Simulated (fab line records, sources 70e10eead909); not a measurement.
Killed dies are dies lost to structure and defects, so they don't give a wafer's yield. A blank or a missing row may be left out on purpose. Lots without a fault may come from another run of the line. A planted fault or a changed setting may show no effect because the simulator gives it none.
A struck lot beside a sound one | flow nand_harc | 13 steps out of a route of 1302
Sound: wafers L787.1, L787.3, L787.6. Struck: wafers L786.1, L786.5, L786.6. The cause comes at the end.
At each step with rows: each side's tool, then ch and its chambers, then its first start. Under that, the readings that differ: sound wafers | struck wafers | difference of the means | sigmas: that difference in standard deviations of wafers without a fault.
alike: readings whose means differ by less than 2 such deviations, and words and numbers that are the same on both sides. not compared: withheld readings, readings that some wafer has no value for, bounds like >300 that may hide the same value, and numbers for which the record gives no deviation and whose values overlap.
The two part at a step that has a row with sigmas, a row that says differs or no value, or rows on one side only. Numbers that don't overlap but have no deviation are shown without sigmas and don't part them. A reading that every wafer of one side lacks parts them only if that side has two wafers or more.

NHARC_A_M0_DEGAS_28: time 60 s.
  sound on pvd_sputter-01, day 26 15:39; struck on pvd_sputter-02, day 26 09:15
  alike: heater_power_w
NHARC_A_M0_PRE_CLEAN_29: time 30 s.
  sound on pvd_sputter-01; struck on pvd_sputter-02
  alike: heater_power_w
NHARC_A_M0_PVD_20: deposits TaN, target thk 5 nm, time 8.06 s.
  sound on pvd_sputter-01; struck on pvd_sputter-02
  alike: throttle_valve_pct
then, 3 steps without rows for these wafers: NHARC_A_M0_PVD_21 (deposits Cu, target thk 30 nm, time 20.49 s); NHARC_A_M0_ECD_22 (material Cu, target thk 400 nm); NHARC_A_M0_ANNEAL_30 (time 90 s).
NHARC_A_M0_CMP_23: polishes, t overpolish 20 s, target thk 113.75 nm.
  sound on cmp-02 ch 0,1,3, day 26 16:46; struck on cmp-02 ch 2,3, day 26 10:19
  alike: motor_current_A, slurry_filter_dp_kPa, time_to_endpoint_s
NHARC_A_M0_THK_MEAS_24: measures by xrf.
  sound on film_metro-01, day 26 17:03; struck on film_metro-02, day 26 10:38
  alike: thk_nm
then, 1 step without rows for these wafers: NHARC_A_M0_SRD_25.
NHARC_A_M0_INSPECT_27:
  sound on defect_inspect-01, day 26 17:13; struck on defect_inspect-01, day 26 10:48
  alike: raw_defect_count
NHARC_A_M0_PRE_CLEAN_31: time 12 s.
  sound on pecvd-02 ch 0,1, day 26 17:17; struck on pecvd-04 ch 0,1,2, day 26 10:53
  alike: heater_power_outer_w, heater_power_w
NHARC_A_M0_DEP_32: deposits SiCN, target thk 30 nm.
  sound on pecvd-02 ch 0,1, day 26 17:22; struck on pecvd-04 ch 0,1,2, day 26 10:59
  no value came back on the struck wafers for chamber_pressure_Torr (Torr), heater_power_outer_w (W), heater_power_w (W); on the sound wafers chamber_pressure_Torr (Torr) reads 2.994 3.006 2.995
then, 1 step without rows for these wafers: NHARC_A_M1_DEP_00 (deposits SiOC, target thk 182.5 nm).

WHERE THEY PART
Only at NHARC_A_M0_DEP_32, within this record.

WHY: what the simulator had put in
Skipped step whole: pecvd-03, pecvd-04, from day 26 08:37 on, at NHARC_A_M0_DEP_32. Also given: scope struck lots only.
